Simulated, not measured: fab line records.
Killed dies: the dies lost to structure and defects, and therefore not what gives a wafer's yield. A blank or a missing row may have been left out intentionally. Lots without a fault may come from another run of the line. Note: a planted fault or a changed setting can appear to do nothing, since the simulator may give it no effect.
fab line records -- flow n5_finfet
[record] lots = 12, wafers = 30, last_day = 19
route steps=1938 shown BEOL_M11@1579 PASSIVATION@1936
lots that met no fault: from a run of the same line without faults
start_h: the number of hours between the record's first day and the start of the first shown wafer of the lot -- wait_h: hours from the lot's prior step to this one -- " the same as in the row above -- L1.1+2: a row that stands for several wafers -- - no value, or no start given -- * or withheld: withheld -- < > ~ a bound
route shown NAME@n: NAME is a module with steps in the file, n the number in the route of the first one -- usual: mean and standard deviation over wafers with no fault -- same: alike in all rows -- chamber/n: place in a boat -- sites: each site's reading -- _std_site: the values' standard deviation -- _edge_site: inner sites' mean taken away from outer sites' mean -- radius_mm: for every site, how far away it sits from the centre of the wafer -- mask NAME#n: copy n -- behind: tool/chamber where the wafer was last shaped -- hold: reason for holding the lot/hours on hold/outcome of the hold -- device: transistor that didn't switch, given as n, p or np -- end of line: tests run on the same wafers once the route is complete -- a step with no rows: only its recipe -- killed: dies that structure and defects cost at the first sort, which is not the same as the wafer's yield -- map: per-die view of a wafer (x killed, . not killed, _ where there is no die)
set.NAME: the run value of the setting; set.NAME@STEP: its run value at that earlier step -- model.NAME: the simulator's own value behind a step, which no gauge read
steps of the route over a sample of lots; a table a step, a row a wafer
services: the hour from which a tool's chamber was out of use, counted from the record's first day as start_h (under 0 if before that day), plus the number of hours and why
[[steps]]
[step N5_BEOL_M11_ETCH_41]
[recipe] chemistry = CH3F/O2, target = SiCN, target_depth_a = 426, taper_deg = 2, time_s = 86, ion_energy_ev = 120, mask_material = TiN, pressure_mtorr = 30, source_w = 395, bias_w = 75, Ar_flow_sccm = 150, CH3F_flow_sccm = 30, O2_flow_sccm = 20
[usual] O2_flow_sccm = 20.00/0.054, drypump_motor_current_A = 5.72/0.3, mfc_ar_sccm = 150.0/0.48, oes_product_au = 0.77/0.081, rf_vpp_V = 297.0/1.7, showerhead_plenum_p_Torr = 1.98/0.08, throttle_valve_pct = 16.33/0.24
lot.wafer,tool,chamber,start_h,wait_h,O2_flow_sccm,drypump_motor_current_A,mfc_ar_sccm,oes_product_au,rf_hours_counter_h,rf_vpp_V,showerhead_plenum_p_Torr,throttle_valve_pct
L723.2,rie_diel-05,1,-,-,19.96,5.19,149.8,0.70,192,294.8,1.90,16.61
L723.3,rie_diel-05,3,-,-,20.04,5.75,149.2,0.83,105,296.6,1.93,15.95
L723.5,rie_diel-05,2,-,-,20.02,5.65,150.7,0.66,-,295.9,1.96,16.75
L724.3,rie_diel-06,2,-,-,19.92,6.02,150.2,0.73,140,295.5,1.91,16.33
L724.4,rie_diel-06,1,-,-,20.06,6.27,150.2,0.73,227,294.7,1.89,16.15
L727.3,rie_diel-05,1,-,-,20.12,5.19,150.4,0.70,206,296.3,1.89,16.64
L727.6,rie_diel-05,3,-,-,19.96,5.77,150.4,0.81,-,295.0,1.93,16.00
L726.1,rie_diel-06,0,-,-,20.04,5.93,150.3,0.71,177,299.3,2.09,16.47
L726.5,rie_diel-06,2,-,-,20.00,5.98,150.2,0.72,-,296.0,1.91,16.37
L725.1,rie_diel-06,0,-,-,20.00,5.88,150.6,0.72,178,298.3,2.09,16.48
L725.5,rie_diel-06,3,-,-,19.92,5.40,150.2,0.80,-,299.3,2.11,16.39
L725.6,rie_diel-06,2,-,-,19.91,6.03,150.3,0.73,-,296.7,1.91,16.35
L732.1,rie_diel-05,0,-,-,19.94,5.80,150.3,0.70,219,296.2,1.97,16.46
L732.2,rie_diel-05,1,-,-,20.01,5.21,149.4,0.69,208,296.4,1.89,16.65
L732.5,rie_diel-05,0,-,-,19.96,5.80,150.4,0.70,-,295.3,1.97,16.46
L728.1,rie_diel-06,0,-,-,19.97,5.88,149.0,0.72,183,299.3,2.08,16.49
L728.2,rie_diel-06,3,-,-,20.01,5.41,149.2,0.80,86,298.6,2.11,16.39
L731.2,rie_diel-05,2,-,-,20.00,5.66,150.0,0.94,13,296.8,1.96,16.25
L731.5,rie_diel-05,0,-,-,19.98,5.76,149.6,0.70,-,295.8,1.97,16.48
L733.2,rie_diel-05,0,-,-,19.95,5.76,150.0,0.69,229,295.7,1.96,16.48
L733.4,rie_diel-05,2,-,-,20.05,5.65,150.7,0.93,17,296.2,1.96,16.27
L733.6,rie_diel-05,2,-,-,20.00,5.63,150.8,0.94,-,296.1,1.96,16.29
L737.1,rie_diel-01,3,-,-,20.03,5.85,149.3,0.85,53,297.4,2.03,15.99
L737.2,rie_diel-01,0,-,-,20.06,5.67,150.5,0.77,121,295.8,1.94,16.02
L737.4,rie_diel-01,1,-,-,19.95,6.12,149.8,0.78,-,297.5,2.03,16.45
L745.3,rie_diel-05,1,-,-,20.01,5.17,150.6,0.67,241,295.9,1.88,16.70
L745.5,rie_diel-05,1,-,-,20.08,5.17,149.7,0.66,-,295.7,1.88,16.70
L745.6,rie_diel-05,2,-,-,20.05,5.68,149.3,0.88,-,294.8,1.95,16.31
L746.1,rie_diel-06,2,-,-,20.02,6.02,150.0,0.70,191,295.6,1.89,16.44
L746.4,rie_diel-06,3,-,-,19.97,5.44,150.5,0.77,118,299.5,2.10,16.46
[step N5_BEOL_M11_DEGAS_44]
[recipe] ambient = vacuum, temp_c = 250, time_s = 60
[usual] heater_power_w = 345/35
lot.wafer,tool,chamber,start_h,wait_h,heater_power_w
L723.2,pvd_sputter-01,-,245.60,0.2,430
L723.3,pvd_sputter-01,-,245.60,0.2,329
L723.5,pvd_sputter-01,-,245.60,0.2,364
L724.3,pvd_sputter-03,-,245.94,0.2,351
L724.4,pvd_sputter-03,-,245.94,0.2,347
L727.3,pvd_sputter-02,-,298.58,0.2,312
L727.6,pvd_sputter-02,-,298.58,0.2,303
L726.1,pvd_sputter-01,-,299.58,0.8,340
L726.5,pvd_sputter-01,-,299.58,0.8,336
L725.1,pvd_sputter-01,-,303.92,0.3,342
L725.5,pvd_sputter-01,-,303.92,0.3,358
L725.6,pvd_sputter-01,-,303.92,0.3,343
L732.1,pvd_sputter-01,-,307.30,0.3,345
L732.2,pvd_sputter-01,-,307.30,0.3,334
L732.5,pvd_sputter-01,-,307.30,0.3,360
L728.1,pvd_sputter-01,-,322.35,0.7,360
L728.2,pvd_sputter-01,-,322.35,0.7,417
L731.2,pvd_sputter-03,-,325.56,1.5,345
L731.5,pvd_sputter-03,-,325.56,1.5,312
L733.2,pvd_sputter-03,-,336.62,0.4,352
L733.4,pvd_sputter-03,-,336.62,0.4,303
L733.6,pvd_sputter-03,-,336.62,0.4,348
L737.1,pvd_sputter-02,-,347.07,1.5,382
L737.2,pvd_sputter-02,-,347.07,1.5,321
L737.4,pvd_sputter-02,-,347.07,1.5,311
L745.3,pvd_sputter-01,-,411.88,0.5,341
L745.5,pvd_sputter-01,-,411.88,0.5,344
L745.6,pvd_sputter-01,-,411.88,0.5,351
L746.1,pvd_sputter-02,-,416.48,0.7,315
L746.4,pvd_sputter-02,-,416.48,0.7,378
[step N5_BEOL_M11_ECD_50]
[recipe] material = Cu, target_thk_a = 3180
lot.wafer,tool,chamber,start_h,wait_h
L723.2+3+5,ecd_cu-02,"1,1,0",247.10,0.1
L724.3+4,ecd_cu-02,"1,0",248.04,0.1
L727.3+6,ecd_cu-02,0,299.43,0.1
L726.1+5,ecd_cu-02,"0,1",300.36,0.1
L725.1+5+6,ecd_cu-02,"1,0,1",305.00,0.1
L732.1+2+5,ecd_cu-02,"1,0,0",308.26,0.1
L728.1+2,ecd_cu-02,"1,0",323.32,0.2
L731.2+5,ecd_cu-01,1,326.25,0.1
L733.2+4+6,ecd_cu-01,0,337.78,0.1
L737.1+2+4,ecd_cu-01,"1,0,1",347.90,0.1
L745.3+5+6,ecd_cu-02,"1,0,1",412.68,0.1
L746.1+4,ecd_cu-02,"1,0",417.34,0.1
[step N5_BEOL_M11_CMP_52]
[recipe] stop_on = SiCOH_lowk, t_overpolish_s = 7, down_force_psi = 1, platen_rpm = 50, clearing_platen_down_force_psi = 1.5, clearing_platen_rpm = 50, post_cmp_clean = cu_alkaline, target_thk_nm = 140, clearing_platen_pad_velocity_m_s = 0.99484, pad_velocity_m_s = 0.99484
[usual] motor_current_A = 6.2/0.52, slurry_filter_dp_kPa = 13.50/0.14, slurry_flow_ml_min = 149.9/0.5, time_to_endpoint_s = 65/3.7
lot.wafer,tool,chamber,start_h,wait_h,motor_current_A,slurry_filter_dp_kPa,slurry_flow_ml_min,time_to_endpoint_s
L723.3,cmp-04,2,247.58,0.2,6.0,13.81,149.7,66
L723.2,cmp-04,3,247.58,0.2,5.9,13.43,150.9,68
L723.5,cmp-04,1,247.58,0.2,6.2,13.53,149.9,68
L724.4,cmp-04,1,248.81,0.2,6.3,13.58,150.2,67
L724.3,cmp-04,3,248.81,0.2,5.9,13.68,149.7,66
L727.3,cmp-04,2,299.92,0.3,6.5,13.13,149.7,63
L727.6,cmp-04,0,299.92,0.3,6.2,13.47,149.1,69
L726.1,cmp-04,0,300.98,0.3,5.9,13.83,150.6,60
L726.5,cmp-04,0,300.98,0.3,6.0,13.43,149.6,60
L725.1,cmp-04,0,305.98,0.3,6.0,13.79,149.8,64
L725.5,cmp-04,0,305.98,0.3,6.0,13.42,150.7,65
L725.6,cmp-04,1,305.98,0.3,6.3,13.57,149.4,66
L732.1,cmp-01,2,308.87,0.3,6.3,13.25,149.9,67
L732.2,cmp-01,0,308.87,0.3,5.8,13.52,149.6,72
L732.5,cmp-01,2,308.87,0.3,6.4,13.11,149.5,67
L728.2,cmp-03,3,324.11,0.2,5.6,13.28,150.8,61
L728.1,cmp-03,2,324.11,0.2,5.4,13.47,150.7,66
L731.2,cmp-04,0,326.96,0.3,6.3,13.54,149.9,103
L731.5,cmp-04,2,326.96,0.3,6.8,14.01,149.3,100
L733.4,cmp-03,3,338.28,0.2,5.6,13.60,149.8,66
L733.2,cmp-03,1,338.28,0.2,6.4,13.46,149.2,105
L733.6,cmp-03,2,338.28,0.2,5.3,13.35,149.7,67
L737.1,cmp-04,0,348.46,0.3,5.9,13.39,149.7,63
L737.4,cmp-04,2,348.46,0.3,6.3,13.49,149.4,61
L737.2,cmp-04,3,348.46,0.3,5.8,13.61,150.3,99
L745.3,cmp-03,1,413.43,0.3,6.3,13.77,150.2,65
L745.6,cmp-03,3,413.43,0.3,5.6,13.43,150.8,63
L745.5,cmp-03,0,413.43,0.3,6.4,13.65,149.9,59
L746.4,cmp-03,2,417.95,0.1,5.4,13.26,150.7,63
L746.1,cmp-03,1,417.95,0.1,6.3,13.33,149.8,66
[step N5_BEOL_M11_RS_MEAS_57]
[recipe] thk_meas_gauge = four-point-probe, reads = Cu_of_BEOL_M11_ECD_50+Co_of_BEOL_M11_CVD_75+TaN_of_BEOL_M11_ALD_74
[usual] M11_RS = 0.153/0.0044
lot.wafer,tool,chamber,start_h,wait_h,M11_RS[ohm/sq]
L723.2,film_metro-01,-,247.93,0.0,0.156
L723.3,film_metro-01,-,247.93,0.0,0.146
L723.5,film_metro-01,-,247.93,0.0,0.165
L724.3,film_metro-02,-,249.19,0.0,0.152
L724.4,film_metro-02,-,249.19,0.0,0.148
L727.3,film_metro-01,-,300.22,0.0,0.157
L727.6,film_metro-01,-,300.22,0.0,0.149
L726.1,film_metro-01,-,301.36,0.0,0.158
L726.5,film_metro-01,-,301.36,0.0,0.154
L725.1,film_metro-02,-,306.40,0.0,0.153
L725.5,film_metro-02,-,306.40,0.0,0.153
L725.6,film_metro-02,-,306.40,0.0,0.149
L732.1,film_metro-02,-,309.32,0.1,0.155
L732.2,film_metro-02,-,309.32,0.1,0.154
L732.5,film_metro-02,-,309.32,0.1,0.153
L728.1,film_metro-02,-,324.53,0.1,0.153
L728.2,film_metro-02,-,324.53,0.1,0.153
L731.2,film_metro-01,-,327.27,0.0,0.154
L731.5,film_metro-01,-,327.27,0.0,0.159
L733.2,film_metro-01,-,338.67,0.1,0.156
L733.4,film_metro-01,-,338.67,0.1,0.153
L733.6,film_metro-01,-,338.67,0.1,0.153
L737.1,film_metro-02,-,348.88,0.0,0.149
L737.2,film_metro-02,-,348.88,0.0,0.154
L737.4,film_metro-02,-,348.88,0.0,0.155
L745.3,film_metro-01,-,413.78,0.0,0.159
L745.5,film_metro-01,-,413.78,0.0,0.160
L745.6,film_metro-01,-,413.78,0.0,0.156
L746.1,film_metro-02,-,418.37,0.0,0.155
L746.4,film_metro-02,-,418.37,0.0,0.153
[step N5_PASSIVATION_PROBE_49]
[usual] defect_limited_yield = 91.2/1.4, killed_at_M0_to_M3 = 34/9.3, killed_at_M4_up = 14/5.9, killed_at_contacts = 14/5.7, killed_at_front_end = 38/10, killed_at_other = 4/3.2, killed_dies = 104/17, killed_open = 67/13, killed_short = 33/6.9, sort_bin_5_function = 5.2/1, sort_bin_6_memory = 3.3/0.61, sort_bin_8_speed = 0.3/1.8, sort_n_pass = 1069/52
[same] gross_dies = 1180, killed_at_back_side = 0, sort_bin_4_leakage[%] = 0
lot.wafer,tool,chamber,start_h,wait_h,defect_limited_yield[%],killed_at_M0_to_M3,killed_at_M4_up,killed_at_contacts,killed_at_front_end,killed_at_other,killed_dies,killed_open,killed_short,sort_bin_5_function[%],sort_bin_6_memory[%],sort_bin_8_speed[%],sort_n_pass
L733.4,prober-01,-,376.38,0.2,91.9,24,14,11,32,14,95,54,29,5.5,2.3,0,1085
L737.2,prober-01,-,392.26,0.1,88.4,42,13,15,32,35,137,71,26,8.3,3.1,0,1043
// killed by level:class
L733.4 PASSIVATION:area_etch=11 DUMMY_GATE:geometric_particle:open=7 BEOL_M3:geometric_particle:open=7 MOL_CONTACT_COAG:geometric_particle:open=7 BEOL_M2:geometric_particle:open=7 BEOL_M4:geometric_particle:open=7 ILD0:geometric_particle:short=6 FIN_SAQP:geometric_particle:short=5
L737.2 PASSIVATION:area_etch=33 MOL_CONTACT_COAG:geometric_particle:open=11 STI_FIN_REVEAL:geometric_particle:open=10 BEOL_M0_SAQP:geometric_particle:short=10 BEOL_M0_SAQP:geometric_particle:open=9 BEOL_M1:geometric_particle:open=9 ILD0:geometric_particle:open=5 BEOL_M3:geometric_particle:open=4
[[services]]
tool,chamber,start_h,hours,kind
cmp-04,-,222.93,2.0,repair
rie_diel-01,1,226.27,14.9,repair
cmp-03,-,227.34,4.0,pm
rie_diel-01,3,231.16,2.1,repair
cmp-01,-,235.07,4.0,pm
ecd_cu-01,-,238.65,1.8,repair
cmp-03,-,239.45,0.9,repair
cmp-01,-,243.20,0.8,repair
rie_diel-01,1,243.55,4.0,repair
ecd_cu-01,-,245.44,1.3,repair
ecd_cu-02,-,263.95,1.4,repair
cmp-04,-,274.33,6.9,pm
rie_diel-05,2,283.64,2.9,repair
rie_diel-05,2,290.80,7.5,repair
ecd_cu-01,-,304.75,2.1,repair
cmp-01,-,305.16,2.4,repair
rie_diel-05,2,344.91,8.1,repair
cmp-01,-,350.13,2.1,repair
rie_diel-01,1,352.91,9.1,repair
cmp-04,-,398.73,4.0,pm
cmp-03,-,402.42,5.8,repair
ecd_cu-02,-,407.81,0.9,repair
cmp-04,-,412.49,6.0,pm
ecd_cu-01,-,413.18,6.0,repair
[[key]]
[first_sign] step = N5_BEOL_M11_CMP_52, reading = time_to_endpoint_s, direction = up, sigmas = 10, usual = *, struck = *
effect none on later readings
met_at N5_BEOL_M11_ECD_50
struck_lots L731,L733,L737
struck_wafers L731.2,L731.5,L733.2,L737.2
[baseline_loss] step = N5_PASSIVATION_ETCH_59, wafers = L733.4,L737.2
not_acting_at N5_BEOL_M11_ETCH_41,N5_BEOL_M11_DEGAS_44,N5_BEOL_M11_RS_MEAS_57
[fault] kind = process_parameter_drift, tool = ecd_cu-01, chamber = -, onset_h = 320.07, steps = N5_BEOL_M11_ECD_50, channel = target_thk_a, offset = *, shape = step, end_h = 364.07, scope = struck_wafers_only, acts_in = *, stated = *
// baseline_loss: these wafers lose ten dies or more at that step, a loss of the line's own and not of a fault; the sort's usual values leave them out
